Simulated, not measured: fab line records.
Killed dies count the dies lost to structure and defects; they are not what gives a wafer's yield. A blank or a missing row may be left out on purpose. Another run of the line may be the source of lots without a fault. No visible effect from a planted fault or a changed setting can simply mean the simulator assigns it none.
Matching of chambers | flow n5_finfet | N5_FIN_SAQP_MANDREL2_REMOVE_60 on rie_si-03: 4 sister chambers
The step chemistry HBr/Cl2/O2, target a-Si, stops on SiNx, bt time 10 s. 20 wafers are shown with their chamber, then 10 later ones without.

== EACH WAFER AND ITS CHAMBER ==
wafer  | chamber | oes_product_au (a.u.)
L074.2 | 2       | 0.993
L074.5 | 0       | 0.996
L074.6 | 1       | 0.983
L075.2 | 3       | 1.023
L075.3 | 2       | 1.000
L075.5 | 1       | 1.010
L076.1 | 1       | 0.995
L076.2 | 2       | 0.993
L076.5 | 1       | 0.993
L077.1 | 1       | 0.996
L077.2 | 3       | 1.020
L077.5 | 3       | 1.016
L081.2 | 1       | 0.998
L081.5 | 2       | 0.992
L081.6 | 1       | 0.988
L082.1 | 3       | 1.012
L082.5 | 3       | 1.011
L082.6 | 0       | 0.992
L083.1 | 3       | 1.017
L083.3 | 2       | 0.989

SIGNATURES (means of the wafers above)
reading        | chamber 0 | chamber 1 | chamber 2 | chamber 3 | scatter within a chamber
oes_product_au | 0.99400   | 0.99471   | 0.99340   | 1.01650   | 0.00618
Rule: for each reading, subtract the chamber's mean from the wafer's reading, divide by that reading's scatter and square the result; add these up over the readings and take the root, which gives the wafer's distance from the chamber. If the next closest chamber is less than 2 further off than the closest, the wafer can't be placed; otherwise it belongs to the closest. The scatter: the root of (the sum of the squares of (reading less its chamber's mean) over the shown wafers, divided by (wafers less chambers)).

== WAFERS MISSING THEIR CHAMBER ==
wafer  | oes_product_au (a.u.)
L083.4 | 0.980
L084.1 | 0.992
L084.3 | 0.989
L084.6 | 0.988
L088.1 | 1.023
L088.3 | 0.994
L088.6 | 0.998
L096.2 | 0.990
L096.4 | 0.997
L096.6 | 1.003

== EACH ONE'S CHAMBER ==
wafer  | from the rows above               | in truth
L083.4 | can't be placed: 2 or 0 or 1      | 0
L084.1 | can't be placed: 2 or 0 or 1      | 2
L084.3 | can't be placed: 2 or 0 or 1      | 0
L084.6 | can't be placed: 2 or 0 or 1      | 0
L088.1 | 3                                 | 3
L088.3 | can't be placed: 0 or 2 or 1      | 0
L088.6 | can't be placed: 1 or 0 or 2      | 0
L096.2 | can't be placed: 2 or 0 or 1      | 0
L096.4 | can't be placed: 1 or 0 or 2      | 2
L096.6 | can't be placed: 1 or 0 or 2 or 3 | 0
Placed correctly: 1 of 10. Unplaceable from these rows: 9, with the true chamber sitting among the candidates in 9. Placed wrongly: 0.
